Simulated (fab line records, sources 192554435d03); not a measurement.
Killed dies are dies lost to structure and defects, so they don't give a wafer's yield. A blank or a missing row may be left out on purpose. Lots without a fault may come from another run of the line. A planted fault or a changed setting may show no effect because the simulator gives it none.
fab line records | flow n5_finfet
record lots=7 wafers=39
route steps=1938 shown DUMMY_GATE@243 SD_EPI_N@288 HKMG_FIN@403 MOL_CONTACT_COAG@537 BEOL_M4@1111
start_h: hours from the record's first day to the start of the lot's first wafer shown | wait_h: hours since the lot's step before | " the same as in the row above | L1.1+2: a row that stands for several wafers | - no value, or no start given | * or withheld: withheld | < > ~ a bound
route shown NAME@n: a module of which the file shows steps, and the number in the route of the first | usual: mean/standard deviation of fault-free wafers | same: alike in all rows | chamber/n: place in a boat | sites: the reading at each site | _std_site: their standard deviation | _edge_site: outer sites' mean less inner sites' | radius_mm: how far each site lies from the wafer's centre | mask NAME#n: copy n | behind: the tool/chamber that last shaped the wafer | hold: why the lot was held/for how many hours/how that ended | device: the transistor (n, p or np) that didn't switch | end of line: the same wafers' tests at the end of the route | a step without rows: its recipe alone | killed: dies lost to structure and defects at the first sort, not the wafer's yield | map: a wafer's dies, x killed, . not, _ none there
set.NAME: the setting as run; set.NAME@STEP: as run at that earlier step | model.NAME: the simulator's own value behind a step, which no gauge read
lots whose settings were changed on purpose; a table a step, a row a wafer
## steps
# step N5_DUMMY_GATE_ETCH_31
# recipe chemistry=C4F6/O2 target=SiO2 mask_material=SOC target_depth_a=825 time_s=27.5 ion_energy_ev=250 pressure_mtorr=30 source_w=345 bias_w=185 Ar_flow_sccm=300 C4F6_flow_sccm=10 O2_flow_sccm=10
# step N5_SD_EPI_N_EPI_21
# recipe material=Si:P dopant=P temp_c=680 pressure_torr=255 time_s=690
# step N5_HKMG_FIN_ETCH_55
# recipe chemistry=N2/H2 target=SOC target_depth_a=2400 temp_c=40 time_s=300 ion_energy_ev=200 mask_material=SiARC pressure_mtorr=30 source_w=840 bias_w=150 n2_flow_sccm=200 h2_flow_sccm=200
# step N5_HKMG_FIN_ETCH_58
# recipe chemistry=N2/H2 target=SOC target_depth_a=2158 ion_energy_ev=50 bias_w=13 time_s=741 pressure_mtorr=30 source_w=875 n2_flow_sccm=200 h2_flow_sccm=200
# step N5_HKMG_FIN_ETCHBACK_68
# recipe chemistry=Cl2/Ar stop_on=HfO2 target_depth_a=5 pressure_mtorr=10 icp_w=600 bias_w=60 Cl2_flow_sccm=40 Ar_flow_sccm=60
# step N5_MOL_CONTACT_COAG_ETCH_15
# recipe chemistry=CH3F/O2 target=SiNx target_depth_a=70 mask_material=SOC stop_on=Si:P over_etch_frac=0.75 ion_energy_ev=120 pressure_mtorr=30 source_w=395 bias_w=73 Ar_flow_sccm=150 CH3F_flow_sccm=30 O2_flow_sccm=20
# step N5_MOL_CONTACT_COAG_VIA_ETCH_117
# recipe chemistry=C4F6/O2 target_depth_a=400 overetch_a=80 mask_material=SOC target=SiO2 bias_w=455 pressure_mtorr=10 time_s=26 source_w=325 Ar_flow_sccm=300 C4F6_flow_sccm=10 O2_flow_sccm=10 ion_energy_ev=575.3 ends=end_point
# step N5_BEOL_M4_RC_MEAS_101
# usual RS_SD_N=28.4/0.37
# columns lot.wafer tool chamber start_h wait_h set.target_depth_a@DUMMY_GATE_ETCH_31 set.epi_growth_time_s@SD_EPI_N_EPI_21 set.bias_w@HKMG_FIN_ETCH_55 set.target_depth_a@HKMG_FIN_ETCH_58 set.target_depth_a@HKMG_FIN_ETCHBACK_68 set.target_depth_a@MOL_CONTACT_COAG_ETCH_15 set.bias_w@MOL_CONTACT_COAG_VIA_ETCH_117 RS_SD_N[ohm/sq]
L078.1 prober-02 0 191.00 0.0 883.1 626.8 161.7 2158 5.698 70 455 30.3
L078.2 " 0 " " 825 690 161.7 1931 5.698 70 411 28.1
L078.3 " 0 " " 825 626.8 150 2158 5.698 63.81 411 29.8
L078.4 " 0 " " 883.1 690 161.7 1931 5 63.81 455 28.2
L078.5 " 0 " " 825 626.8 150 1931 5 63.81 455 29.8
L078.6 " 0 " " 883.1 690 150 2158 5 70 411 27.9
L081.1 prober-02 0 219.81 0.0 916.1 690 150 2158 5 74.79 488.3 28.0
L081.2 " 0 " " 916.1 667.8 121.4 2333 5 74.79 455 28.8
L081.3 " 0 " " 825 690 121.4 2333 5 70 455 28.2
L081.4 " 0 " " 825 690 150 2158 5 70 488.3 28.3
L081.5 " 0 " " 916.1 667.8 150 2333 5 74.79 488.3 29.1
L081.6 " 0 " " 825 667.8 121.4 2158 5 70 455 28.9
L085.1 prober-01 0 255.59 0.0 910.8 690 124.4 2158 5 70 455 28.6
L085.2 " 0 " " 910.8 690 124.4 2158 4.637 70 497.5 28.8
L085.3 " 0 " " 910.8 690 150 1937 4.637 70 497.5 28.7
L085.4 " 0 " " 825 690 124.4 1937 5 64.71 497.5 28.9
L085.5 " 0 " " 825 690 150 1937 5 64.71 455 28.6
L085.6 " 0 " " 825 690 150 2158 4.637 64.71 455 28.7
L091.2 prober-02 0 293.44 0.2 825 690 150 2158 5 70 455 29.1
L091.4 " 0 " " 825 690 150 2158 5 70 455 29.1
L091.6 " 0 " " 825 690 150 2158 5 70 455 29.4
L094.1 prober-02 0 296.20 0.0 825 690 150 2158 5.443 70 403.8 28.3
L094.2 " 0 " " 825 690 150 2158 5 67.22 403.8 28.6
L094.3 " 0 " " 774.8 690 150 2158 5.443 70 455 28.7
L094.4 " 0 " " 774.8 690 150 2158 5 70 455 28.3
L094.5 " 0 " " 774.8 690 150 2158 5 67.22 455 28.0
L094.6 " 0 " " 825 690 150 2158 5.443 67.22 403.8 28.2
L090.1 prober-02 0 302.96 0.0 753.9 690 160 2158 5 77.69 487.8 28.2
L090.2 " 0 " " 825 690 160 2335 5 70 487.8 28.0
L090.3 " 0 " " 825 690 150 2158 5.295 77.69 487.8 28.3
L090.4 " 0 " " 825 690 150 2158 5.295 70 455 28.5
L090.5 " 0 " " 753.9 690 150 2335 5 77.69 455 27.8
L090.6 " 0 " " 753.9 690 160 2335 5.295 70 455 28.0
L097.1 prober-01 0 326.38 0.0 782.9 690 165.5 2158 4.418 72.92 455 28.1
L097.2 " 0 " " 825 690 150 2378 5 72.92 455 27.6
L097.3 " 0 " " 782.9 690 150 2158 5 70 455 28.2
L097.4 " 0 " " 825 690 165.5 2158 4.418 70 455 28.7
L097.5 " 0 " " 782.9 690 165.5 2378 5 70 455 28.1
L097.6 " 0 " " 825 690 150 2378 4.418 72.92 455 28.3
## key
split step=N5_DUMMY_GATE_ETCH_31 setting=target_depth_a stated_as=825
response none clear
split step=N5_SD_EPI_N_EPI_21 setting=epi_growth_time_s stated_as=690
response step=N5_BEOL_M4_RC_MEAS_101 reading=RS_SD_N slope=-0.211 per=1% together_with=all explained=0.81
split step=N5_HKMG_FIN_ETCH_55 setting=bias_w stated_as=150
response none clear
split step=N5_HKMG_FIN_ETCH_58 setting=target_depth_a stated_as=2158
response none clear
split step=N5_HKMG_FIN_ETCHBACK_68 setting=target_depth_a stated_as=5
response none clear
split step=N5_MOL_CONTACT_COAG_ETCH_15 setting=target_depth_a stated_as=70
response none clear
split step=N5_MOL_CONTACT_COAG_VIA_ETCH_117 setting=bias_w stated_as=455
response none clear
